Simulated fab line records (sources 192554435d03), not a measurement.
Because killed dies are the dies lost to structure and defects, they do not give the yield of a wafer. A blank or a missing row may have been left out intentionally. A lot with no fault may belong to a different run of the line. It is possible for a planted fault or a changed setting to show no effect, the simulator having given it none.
Which tool is to blame? || flow n5Finfet || 24 wafers from 8 lots sampled at 3 of the route's 1938 steps

== WHAT EACH GAUGE READ, for each wafer ==
N5_BEOL_M5_THK_MEAS_53: measures by xrf.
{"lot": "L104", "measured": "day 8 17:38", "on": "filmMetro-01", "M5_THK (nm)": "57.6 61.4 58.8"}
{"lot": "L103", "measured": "day 8 20:37", "on": "filmMetro-02", "M5_THK (nm)": "63.9 61.8 64.4"}
{"lot": "L116", "measured": "day 11 23:09", "on": "filmMetro-01", "M5_THK (nm)": "307.3 309.7 307.7"}
{"lot": "L117", "measured": "day 12 01:02", "on": "filmMetro-02", "M5_THK (nm)": "300.6 310.0 302.9"}
{"lot": "L121", "measured": "day 13 02:28", "on": "filmMetro-02", "M5_THK (nm)": "61.6 63.2 59.0"}
{"lot": "L123", "measured": "day 13 17:49", "on": "filmMetro-02", "M5_THK (nm)": "58.6 61.8 61.2"}
{"lot": "L125", "measured": "day 14 01:33", "on": "filmMetro-02", "M5_THK (nm)": "57.4 56.8 61.7"}
{"lot": "L124", "measured": "day 14 02:29", "on": "filmMetro-02", "M5_THK (nm)": "59.1 61.0 59.7"}

== EACH LOT AND THE TOOL THAT RAN IT (in order: tool; ch and the chambers of the sampled wafers; start) ==
{"lot": "L104", "N5_BEOL_M5_ANNEAL_84": "pvdSputter-03, day 8 14:37", "N5_BEOL_M5_CMP_52": "cmp-01 ch 1,2,3, day 8 17:20"}
{"lot": "L103", "N5_BEOL_M5_ANNEAL_84": "pvdSputter-02, day 8 17:31", "N5_BEOL_M5_CMP_52": "cmp-01 ch 1,2, day 8 20:19"}
{"lot": "L116", "N5_BEOL_M5_ANNEAL_84": "pvdSputter-02, day 11 20:16", "N5_BEOL_M5_CMP_52": "cmp-01 ch 0,2,3, day 11 22:54"}
{"lot": "L117", "N5_BEOL_M5_ANNEAL_84": "pvdSputter-01, day 11 21:40", "N5_BEOL_M5_CMP_52": "cmp-01 ch 0,1, day 12 00:47"}
{"lot": "L121", "N5_BEOL_M5_ANNEAL_84": "pvdSputter-01, day 12 23:06", "N5_BEOL_M5_CMP_52": "cmp-01 ch 0,3, day 13 02:12"}
{"lot": "L123", "N5_BEOL_M5_ANNEAL_84": "pvdSputter-03, day 13 14:56", "N5_BEOL_M5_CMP_52": "cmp-04 ch 1,3, day 13 17:31"}
{"lot": "L125", "N5_BEOL_M5_ANNEAL_84": "pvdSputter-01, day 13 22:40", "N5_BEOL_M5_CMP_52": "cmp-01 ch 0,1,3, day 14 01:15"}
{"lot": "L124", "N5_BEOL_M5_ANNEAL_84": "pvdSputter-02, day 13 23:36", "N5_BEOL_M5_CMP_52": "cmp-01 ch 0,1,2, day 14 02:14"}
- N5_BEOL_M5_ANNEAL_84: time 1800 s.
- N5_BEOL_M5_CMP_52: polishes, stops on SiCOH lowk, t overpolish 6.9 s, target thk 62 nm.

== THE ANSWER, worked out from the rows above alone ==
Rule: what is usual is taken from the lots themselves. Put in order of their means at a reading, lots are off if they are a third of the lots or fewer, leave a main group of 4 or more, and stand apart from it by a gap of 3 or more times the standard deviation of the main group's means; of several such gaps the widest counts. If all means in a main group match to the digits the tables above print for the reading, that group is not used. A lot without any number at a reading at which 4 lots or more have one is off too. The other lots that the step has rows for count as sound.
Off: L116, L117, seen at N5_BEOL_M5_THK_MEAS_53 (M5_THK). The main group has a mean of 60.5 nm with a standard deviation of 1.5.
A tool fits if, at a process step before that reading, it ran every lot that is off, and no sound lot after the first of them. Gauges at N5_BEOL_M5_THK_MEAS_53: tried the same way as those tools. Not one of the candidates tried fits.

== WHAT THE SIMULATOR PUT IN ==
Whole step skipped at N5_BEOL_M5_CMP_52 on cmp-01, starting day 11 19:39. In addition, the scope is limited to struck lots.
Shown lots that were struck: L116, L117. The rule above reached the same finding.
